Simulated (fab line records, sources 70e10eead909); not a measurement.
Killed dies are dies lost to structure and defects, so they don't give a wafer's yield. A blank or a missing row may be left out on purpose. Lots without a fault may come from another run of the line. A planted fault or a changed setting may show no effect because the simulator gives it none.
fab line records | flow nand_harc
record lots=11 wafers=33 last_day=34
route steps=1302 shown P_M1@308 P_M2@323 END@1302
lots that met no fault: from a run of the same line without faults
start_h: hours from the record's first day to the start of the lot's first wafer shown | wait_h: hours since the lot's step before | " the same as in the row above | L1.1+2: a row that stands for several wafers | - no value, or no start given | * or withheld: withheld | < > ~ a bound
route shown NAME@n: a module of which the file shows steps, and the number in the route of the first | usual: mean/standard deviation of fault-free wafers | same: alike in all rows | chamber/n: place in a boat | sites: the reading at each site | _std_site: their standard deviation | _edge_site: outer sites' mean less inner sites' | radius_mm: how far each site lies from the wafer's centre | mask NAME#n: copy n | behind: the tool/chamber that last shaped the wafer | hold: why the lot was held/for how many hours/how that ended | device: the transistor (n, p or np) that didn't switch | end of line: the same wafers' tests at the end of the route | a step without rows: its recipe alone | killed: dies lost to structure and defects at the first sort, not the wafer's yield | map: a wafer's dies, x killed, . not, _ none there
set.NAME: the setting as run; set.NAME@STEP: as run at that earlier step | model.NAME: the simulator's own value behind a step, which no gauge read
steps of the route over a sample of lots; a table a step, a row a wafer
services: from which hour (start_h, from the record's first day; less than 0 if before it) a tool's chamber was out of use, for how many hours, and why
## steps
# step NHARC_P_M1_PVD_21
# recipe target_thk_a=300 chamber_pressure_pa=5 power_w=5000 substrate_temp_c=30 time_s=20.49 material=Cu
# usual cathode_dc_power_W=5000.0/0.94 throttle_valve_pct=29.7/1.1
# columns lot.wafer tool chamber start_h wait_h cathode_dc_power_W throttle_valve_pct
L528.2 pvd_sputter-01 - - - 5000.8 28.1
L528.4 " - " " 4998.6 30.0
L528.5 " - " " 4999.7 28.7
L529.2 pvd_sputter-01 - - - 5002.0 28.1
L529.3 " - " " 4999.6 29.0
L529.5 " - " " 4999.5 28.5
L531.2 pvd_sputter-03 - - - 5000.7 28.8
L531.4 " - " " 4999.8 32.6
L531.6 " - " " 5000.0 29.4
L532.3 pvd_sputter-02 - - - 4998.3 30.7
L532.2 " - " " 5000.2 29.4
L532.6 " - " " 5001.6 31.1
L539.3 pvd_sputter-03 - - - 5000.2 29.7
L539.2 " - " " 5000.6 32.4
L539.5 " - " " 5000.1 28.5
L538.4 pvd_sputter-01 - - - 4998.8 30.3
L538.5 " - " " 5001.3 30.4
L538.6 " - " " 4999.9 28.7
L540.2 pvd_sputter-02 - - - 4999.8 30.8
L540.3 " - " " 4999.3 30.9
L540.6 " - " " 5000.5 29.0
L543.2 pvd_sputter-01 - - - 4999.7 28.6
L543.3 " - " " 5001.2 30.5
L543.6 " - " " 4999.0 28.7
L547.3 pvd_sputter-01 - - - 4999.5 28.7
L547.4 " - " " 5000.4 30.5
L547.2 " - " " 5000.4 28.3
L548.1 pvd_sputter-03 - - - 4999.8 28.5
L548.2 " - " " 5000.6 29.7
L548.5 " - " " 5000.1 29.7
L551.2 pvd_sputter-03 - - - 4998.5 29.8
L551.5 " - " " 5000.2 29.4
L551.6 " - " " 5000.1 31.8
# step NHARC_P_M2_SOFTBAKE_04
# recipe temp_c=105 time_s=55
# usual heater_power_total_W=188.46/0.13
# columns lot.wafer tool chamber start_h wait_h heater_power_total_W
L528.2 litho_track-01 0 126 - 188.52
L528.4 " 0 " " 188.40
L528.5 " 0 " " 188.73
L529.2 litho_track-06 0 140 - 188.32
L529.3 " 0 " " 188.76
L529.5 " 0 " " 188.43
L531.2 litho_track-04 0 159 - 188.62
L531.4 " 0 " " 188.46
L531.6 " 0 " " 188.35
L532.2 litho_track-04 0 172 - 188.71
L532.3 " 0 " " 188.39
L532.6 " 0 " " 188.32
L539.2 litho_track-04 0 239 - 188.45
L539.3 " 0 " " 188.33
L539.5 " 0 " " 188.28
L538.4 litho_track-04 0 242 - 190.50
L538.5 " 0 " " 190.20
L538.6 " 0 " " 190.12
L540.2 litho_track-06 0 251 - 188.40
L540.3 " 0 " " 188.50
L540.6 " 0 " " 188.45
L543.2 litho_track-04 0 280 - 190.20
L543.3 " 0 " " 190.05
L543.6 " 0 " " 190.21
L547.2 litho_track-01 0 319 - 188.52
L547.3 " 0 " " 188.55
L547.4 " 0 " " 188.49
L548.1 litho_track-01 0 341 - 188.55
L548.2 " 0 " " 188.36
L548.5 " 0 " " 188.43
L551.2 litho_track-06 0 368 - 188.67
L551.5 " 0 " " 188.54
L551.6 " 0 " " 188.24
# step NHARC_P_M2_OVL_MEAS_10
# recipe pitch_nm=340
# usual overlay_x_nm=-0.3/0.84 overlay_y_nm=-0.2/0.97
# columns lot.wafer tool chamber start_h wait_h overlay_x_nm overlay_y_nm
L528.2 overlay-02 - 127.05 - 0.9 -1.3
L528.4 " - " " 0.7 -1.2
L528.5 " - " " 1.3 -1.0
L529.2 overlay-02 - 140.55 - -0.9 -0.5
L529.3 " - " " -1.0 0.0
L529.5 " - " " -1.1 0.1
L531.2 overlay-01 - 159.92 - -0.7 1.2
L531.4 " - " " -0.2 1.5
L531.6 " - " " -0.8 1.0
L532.2 overlay-02 - 173.29 - -0.3 -1.0
L532.3 " - " " 0.2 -0.8
L532.6 " - " " -0.4 -0.7
L539.2 overlay-01 - 240.17 - 1.5 0.4
L539.3 " - " " 1.4 0.6
L539.5 " - " " 1.7 0.4
L538.4 overlay-02 - 242.70 - -0.2 -1.4
L538.5 " - " " 0.0 -0.9
L538.6 " - " " 0.2 -1.4
L540.2 overlay-02 - 251.44 - -0.1 1.4
L540.3 " - " " -0.2 1.1
L540.6 " - " " -0.5 1.0
L543.2 overlay-01 - 280.72 - -1.0 0.3
L543.3 " - " " -0.9 0.7
L543.6 " - " " -0.7 0.8
L547.2 overlay-02 - 319.72 - 0.5 -0.3
L547.3 " - " " 0.5 0.0
L547.4 " - " " 0.4 0.0
L548.1 overlay-02 - 341.79 - -0.7 1.0
L548.2 " - " " -0.8 1.2
L548.5 " - " " -0.2 1.5
L551.2 overlay-02 - 368.62 - -0.4 -1.9
L551.5 " - " " -0.8 -1.7
L551.6 " - " " -0.8 -2.4
# step NHARC_P_M2_ETCH_35
# recipe target_depth_a=400 overetch_a=120 time_s=43.94 ion_energy_ev=200 n2_flow_sccm=150 h2_flow_sccm=150 ar_flow_sccm=0 rf_w=400 bias_w=150 chemistry=N2/H2
# usual chamber_pressure_mTorr=30.00/0.031 drypump_motor_current_A=5.7/0.34 mfc_ar_sccm=0.015/0.015 oes_product_au=1.003/0.011 rf_vpp_V=431.7/2 showerhead_plenum_p_Torr=2.08/0.071 throttle_valve_pct=14.172/0.0092
# columns lot.wafer tool chamber start_h wait_h chamber_pressure_mTorr drypump_motor_current_A mfc_ar_sccm oes_product_au rf_hours_counter_h rf_vpp_V showerhead_plenum_p_Torr throttle_valve_pct
L528.2 rie_diel-06 2 127.25 0.1 30.02 5.2 0.010 1.018 7.2 432.9 2.12 14.179
L528.5 " 2 " " 29.99 5.2 0.010 1.023 - 433.5 2.12 14.183
L528.4 " 3 " " 30.03 5.8 0.004 1.012 - 432.7 2.10 14.176
L529.2 rie_diel-03 0 140.73 0.1 30.00 5.5 0 1.012 1.1 429.1 1.98 14.187
L529.3 " 1 " " 29.96 6.0 0.038 0.985 0.9 433.4 2.14 14.169
L529.5 " 1 " " 29.93 5.9 0.038 0.991 - 431.6 2.14 14.183
L531.2 rie_diel-03 1 160.14 0.1 29.96 6.0 0.038 0.984 1.4 432.3 2.14 14.171
L531.4 " 2 " " 30.00 6.0 0.004 1.006 - 435.7 2.21 14.166
L531.6 " 1 " " 29.94 6.0 0.038 0.994 - 434.7 2.14 14.179
L532.2 rie_diel-03 3 173.49 0.1 29.96 5.6 0.032 1.011 3.3 429.5 2.02 14.177
L532.3 " 1 " " 30.00 6.0 0.038 0.990 2.8 431.7 2.14 14.177
L532.6 " 1 " " 29.98 6.0 0.038 0.984 - 433.3 2.14 14.189
L539.3 rie_diel-01 2 240.35 0.1 30.03 5.9 0.036 1.010 1.6 432.9 2.14 14.168
L539.2 " 0 " " 30.04 5.0 0 1.000 1.1 432.2 2.10 14.177
L539.5 " 2 " " 29.93 5.8 0.036 0.998 - 432.7 2.14 14.175
L538.5 rie_diel-03 2 242.92 0.1 30.00 6.0 0.004 1.019 - 434.2 2.20 14.163
L538.4 " 3 " " 30.06 5.6 0.032 0.988 - 431.0 2.02 14.174
L538.6 " 1 " " 29.95 6.0 0.038 0.992 - 433.0 2.14 14.170
L540.3 rie_diel-03 2 251.62 0.1 30.00 6.0 0.004 1.006 8.5 435.7 2.20 14.169
L540.2 " 1 " " 30.01 6.0 0.038 0.985 7.3 432.2 2.14 14.169
L540.6 " 2 " " 29.99 6.0 0.004 1.007 - 435.0 2.20 14.174
L543.2 rie_diel-03 0 280.91 0.1 30.05 5.5 0 0.995 5.1 429.9 1.97 14.185
L543.3 " 1 " " 29.98 5.9 0.038 0.991 7.9 433.9 2.14 14.182
L543.6 " 3 " " 30.04 5.6 0.032 1.015 - 429.1 2.02 14.162
L547.3 rie_diel-03 0 319.90 0.1 30.01 5.5 0 1.001 1.1 427.4 1.97 14.175
L547.2 " 1 " " 30.00 6.0 0.038 1.004 1.2 432.8 2.13 14.181
L547.4 " 2 " " 30.02 6.0 0.004 1.014 1.6 434.8 2.20 14.170
L548.2 rie_diel-03 0 341.98 0.1 30.01 5.5 0 0.995 2.1 429.3 1.97 14.190
L548.1 " 2 " " 30.06 6.0 0.004 1.000 2.2 435.0 2.20 14.169
L548.5 " 3 " " 30.00 5.6 0.032 0.974 - 431.6 2.02 14.174
L551.2 rie_diel-06 2 368.80 0.1 30.02 5.2 0.010 0.986 2.6 432.2 2.12 14.162
L551.5 " 2 " " 30.00 5.2 0.010 1.003 - 431.1 2.12 14.185
L551.6 " 3 " " 29.99 5.7 0.004 0.996 - 431.8 2.10 14.169
# step NHARC_END_SORT_01
# recipe temp_c=25
# usual defect_limited_yield=91.5/2.4 killed_at_array=52/17 killed_at_other=0.9/1.2 killed_at_periphery=3.9/2.7 killed_dies=57/16 killed_open=3.3/1.9 killed_short=2.5/1.5 sort_bin_2_pct=3.0/1.2 sort_bin_3_pct=0.6/0.34 sort_bin_4_pct=4.8/1.3 sort_n_pass=620/16 sort_rim_yield_pct=89/4.3 sort_yield_pct=91.5/2.4
# same gross_dies=677 sort_bin_5_pct[%]=0 sort_bin_6_pct[%]=0 sort_bin_7_pct[%]=0 sort_bin_8_pct[%]=0 sort_rim_n_gross=106.00
# columns lot.wafer tool chamber start_h wait_h defect_limited_yield[%] killed_at_array killed_at_other killed_at_periphery killed_dies killed_open killed_short sort_bin_2_pct[%] sort_bin_3_pct[%] sort_bin_4_pct[%] sort_n_pass sort_rim_yield_pct[%] sort_yield_pct[%]
L528.2 prober-01 0 566.52 2.8 88.9 75 0 0 75 0 4 3.7 0.9 6.5 602 80 88.9
L528.4 prober-01 0 568.12 3.4 87.7 81 1 1 83 6 1 4.4 0.6 7.2 594 75 87.7
L528.5 prober-01 0 568.92 3.7 87.9 80 1 1 82 1 6 3.7 1.0 7.4 595 78 87.9
L540.2 prober-02 0 678.29 2.8 94.2 25 2 12 39 3 2 2.2 0.1 3.4 638 91 94.2
L540.3 prober-02 0 679.09 3.1 94.2 30 1 8 39 2 2 2.1 0.9 2.8 638 88 94.2
L540.6 prober-02 0 681.48 4.0 93.1 37 3 7 47 6 1 3.2 0.7 3.0 630 83 93.1
L547.2 prober-01 0 765.24 2.8 87.1 81 1 5 87 1 4 4.7 0.9 7.2 590 75 87.1
L547.3 prober-01 0 766.03 3.1 89.8 62 1 6 69 5 1 3.5 1.0 5.6 608 90 89.8
L547.4 prober-01 0 766.82 3.4 87.4 79 0 6 85 4 3 5.2 1.2 6.2 592 80 87.4
# killed by level:class
L528.2 A_CHANNEL_HOLE_D1:chamber_film_flake=31 A_SLIT:chamber_film_flake=21 A_STAIRCASE:chamber_film_flake=7 A_CHANNEL_HOLE_D2:chamber_film_flake=6 A_CHANNEL_FILL_D2:geometric_particle:short=3 A_CONTACT:chamber_film_flake=3 A_WL_FILL:geometric_particle:short=1 A_ZERO_WELL:chamber_film_flake=1
L528.4 A_CHANNEL_HOLE_D1:chamber_film_flake=32 A_SLIT:chamber_film_flake=17 A_STAIRCASE:chamber_film_flake=8 A_CHANNEL_FILL_D1:chamber_film_flake=5 A_CHANNEL_HOLE_D2:chamber_film_flake=5 A_CONTACT:chamber_film_flake=4 A_ONON_D2:geometric_particle:open=2 A_WL_FILL:chamber_film_flake=2
L528.5 A_CHANNEL_HOLE_D1:chamber_film_flake=38 A_SLIT:chamber_film_flake=18 A_STAIRCASE:chamber_film_flake=5 A_CONTACT:chamber_film_flake=5 A_WL_FILL:geometric_particle:short=3 A_CHANNEL_FILL_D1:chamber_film_flake=3 A_CHANNEL_HOLE_D2:chamber_film_flake=3 P_M1:geometric_particle:short=1
L540.2 A_SLIT:chamber_film_flake=11 P_GATE:chamber_film_flake=5 A_CHANNEL_HOLE_D1:chamber_film_flake=4 P_CONTACT:chamber_film_flake=3 A_CHANNEL_FILL_D1:geometric_particle:short=2 P_STI:chamber_film_flake=2 A_STAIRCASE:chamber_film_flake=2 THIN_TSV:chamber_film_flake=2
L540.3 A_SLIT:chamber_film_flake=16 P_CONTACT:chamber_film_flake=6 A_DECK1_JOINT:chamber_film_flake=3 A_M1:chamber_film_flake=3 A_ZERO_WELL:chamber_film_flake=2 P_M0:geometric_particle:short=1 A_CHANNEL_FILL_D1:geometric_particle:open=1 A_DECK1_JOINT:geometric_particle:short=1
L540.6 A_CHANNEL_HOLE_D1:chamber_film_flake=10 A_SLIT:chamber_film_flake=8 P_CONTACT:chamber_film_flake=6 A_CONTACT:chamber_film_flake=6 THIN_TSV:chamber_film_flake=3 A_STAIRCASE:chamber_film_flake=3 A_CHANNEL_HOLE_D1:geometric_particle:open=2 A_SOURCE_PLATE:geometric_particle:open=1
L547.2 A_CHANNEL_HOLE_D1:chamber_film_flake=31 A_CHANNEL_HOLE_D2:chamber_film_flake=23 A_SLIT:chamber_film_flake=14 A_CONTACT:chamber_film_flake=6 P_STI:chamber_film_flake=3 A_WL_FILL:chamber_film_flake=3 A_ONON_D1:geometric_particle:short=2 P_M1:geometric_particle:short=1
L547.3 A_CHANNEL_HOLE_D1:chamber_film_flake=34 A_CONTACT:chamber_film_flake=9 A_CHANNEL_HOLE_D2:chamber_film_flake=8 P_GATE:chamber_film_flake=3 A_SLIT:chamber_film_flake=3 P_M2:chamber_film_flake=2 A_WL_FILL:chamber_film_flake=2 A_CHANNEL_FILL_D1:geometric_particle:open=1
L547.4 A_CHANNEL_HOLE_D1:chamber_film_flake=36 A_CHANNEL_HOLE_D2:chamber_film_flake=20 A_SLIT:chamber_film_flake=14 A_CONTACT:chamber_film_flake=5 P_CONTACT:geometric_particle:short=1 P_M0:geometric_particle:short=1 P_M0:geometric_particle:open=1 P_M1:geometric_particle:open=1
## services
# columns tool chamber start_h hours kind
pvd_sputter-02 - 104.03 10.0 pm
rie_diel-03 - 104.30 9.0 pm
rie_diel-06 0 124.73 10.0 repair
rie_diel-06 - 130.20 9.0 pm
pvd_sputter-01 - 145.41 2.1 repair
rie_diel-03 0 152.75 22.0 repair
litho_track-01 - 155.00 7.0 pm
pvd_sputter-03 - 157.51 3.3 repair
pvd_sputter-03 - 170.00 10.0 pm
litho_track-06 - 179.01 7.0 pm
litho_track-04 - 203.00 7.0 pm
rie_diel-06 - 210.26 0.9 repair
pvd_sputter-01 - 226.05 10.0 pm
rie_diel-03 0 236.58 10.8 repair
rie_diel-06 1 253.53 1.3 repair
pvd_sputter-01 - 265.42 5.2 repair
rie_diel-03 1 269.49 1.3 repair
rie_diel-03 0 281.09 10.8 repair
rie_diel-03 - 281.30 9.0 pm
pvd_sputter-02 - 282.03 10.0 pm
litho_track-01 - 330.00 7.0 pm
pvd_sputter-01 - 334.22 7.3 repair
pvd_sputter-03 - 348.00 10.0 pm
litho_track-06 - 354.01 7.0 pm
## key
first_sign step=NHARC_P_M2_SOFTBAKE_04 reading=heater_power_total_W direction=up sigmas=13 usual=* struck=*
effect none on later readings
met_at NHARC_P_M2_SOFTBAKE_04
struck_lots L538,L543
not_acting_at NHARC_P_M1_PVD_21,NHARC_P_M2_OVL_MEAS_10,NHARC_P_M2_ETCH_35
onset_between 239 242
fault kind=process_parameter_drift tool=litho_track-04 chamber=- onset_h=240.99 steps=NHARC_P_M2_SOFTBAKE_04 channel=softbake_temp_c offset=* shape=step end_h=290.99 acts_in=* stated=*
